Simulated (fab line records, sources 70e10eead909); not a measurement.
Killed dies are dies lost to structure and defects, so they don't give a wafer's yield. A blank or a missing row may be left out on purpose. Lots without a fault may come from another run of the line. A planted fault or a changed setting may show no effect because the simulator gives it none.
Chamber matching | flow nand_harc | NHARC_A_CHANNEL_HOLE_D1_ETCH_38 on rie_diel-07: 4 sister chambers
The step etches the open film in CF4, target depth 39 nm, time 65 s. 24 wafers are shown with their chamber, then 12 later ones without.

WAFERS WITH THEIR CHAMBER
wafer  | chamber | showerhead_plenum_p_Torr (Torr) | drypump_motor_current_A (A) | rf_vpp_V (V)
L077.1 | 0       | 1.80                            | 5.7                         | 152.6
L077.5 | 1       | 1.79                            | 4.9                         | 152.1
L077.6 | 0       | 1.80                            | 5.7                         | 151.3
L080.3 | 2       | 1.80                            | 5.7                         | 150.4
L080.5 | 2       | 1.80                            | 5.7                         | 151.8
L080.6 | 3       | 1.67                            | 6.3                         | 150.5
L083.1 | 3       | 1.67                            | 6.3                         | 148.6
L083.4 | 2       | 1.80                            | 5.7                         | 151.9
L083.6 | 0       | 1.80                            | 5.7                         | 152.9
L085.1 | 0       | 1.80                            | 5.6                         | 152.6
L085.2 | 1       | 1.79                            | 4.9                         | 151.8
L085.4 | 2       | 1.80                            | 5.7                         | 152.2
L085.3 | 3       | 1.66                            | 6.3                         | 150.6
L085.5 | 0       | 1.80                            | 5.7                         | 151.2
L085.6 | 1       | 1.79                            | 4.9                         | 150.8
L086.1 | 2       | 1.80                            | 5.7                         | 151.8
L086.4 | 3       | 1.67                            | 6.3                         | 151.0
L086.5 | 1       | 1.79                            | 4.9                         | 151.4
L090.1 | 3       | 1.66                            | 6.3                         | 150.3
L090.2 | 0       | 1.80                            | 5.6                         | 151.6
L090.4 | 1       | 1.79                            | 4.9                         | 149.6
L093.1 | 1       | 1.79                            | 4.9                         | 151.6
L093.2 | 2       | 1.80                            | 5.7                         | 150.5
L093.4 | 3       | 1.66                            | 6.3                         | 149.0

SIGNATURES (means of the wafers above)
reading                  | chamber 0 | chamber 1 | chamber 2 | chamber 3 | scatter within a chamber
showerhead_plenum_p_Torr | 1.8000    | 1.7900    | 1.8000    | 1.6650    | 0.00274
drypump_motor_current_A  | 5.667     | 4.900     | 5.700     | 6.300     | 0.0258
rf_vpp_V                 | 152.033   | 151.217   | 151.433   | 150.000   | 0.854
Rule: a wafer's distance from a chamber is the root of the sum, over the readings, of the square of ((its reading less the chamber's mean) divided by the reading's scatter). The wafer belongs to the nearest chamber; if the next one is less than 2 further off, it can't be placed. The scatter: the root of (the sum of the squares of (reading less its chamber's mean) over the shown wafers, divided by (wafers less chambers)).

WAFERS WITHOUT THEIR CHAMBER
wafer  | showerhead_plenum_p_Torr (Torr) | drypump_motor_current_A (A) | rf_vpp_V (V)
L093.3 | 1.80                            | 5.6                         | 152.8
L093.5 | 1.66                            | 6.3                         | 149.8
L093.6 | 1.80                            | 5.7                         | 150.1
L094.1 | 1.79                            | 4.9                         | 153.0
L094.2 | 1.80                            | 5.6                         | 152.0
L094.3 | 1.80                            | 5.8                         | 151.7
L094.4 | 1.66                            | 6.3                         | 150.9
L094.5 | 1.79                            | 4.9                         | 152.1
L094.6 | 1.80                            | 5.8                         | 150.9
L097.1 | 1.66                            | 6.3                         | 148.3
L097.2 | 1.80                            | 5.7                         | 151.9
L097.4 | 1.80                            | 5.7                         | 151.9

WHICH CHAMBER EACH WENT THROUGH
wafer  | from the rows above     | in truth
L093.3 | can't be placed: 0 or 2 | 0
L093.5 | 3                       | 3
L093.6 | can't be placed: 2 or 0 | 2
L094.1 | 1                       | 1
L094.2 | can't be placed: 0 or 2 | 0
L094.3 | can't be placed: 2 or 0 | 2
L094.4 | 3                       | 3
L094.5 | 1                       | 1
L094.6 | can't be placed: 2 or 0 | 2
L097.1 | 3                       | 3
L097.2 | can't be placed: 2 or 0 | 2
L097.4 | can't be placed: 2 or 0 | 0
Placed correctly: 5 of 12. Can't be placed from these rows: 7 (the true chamber is among the candidates in 7). Placed wrongly: 0.
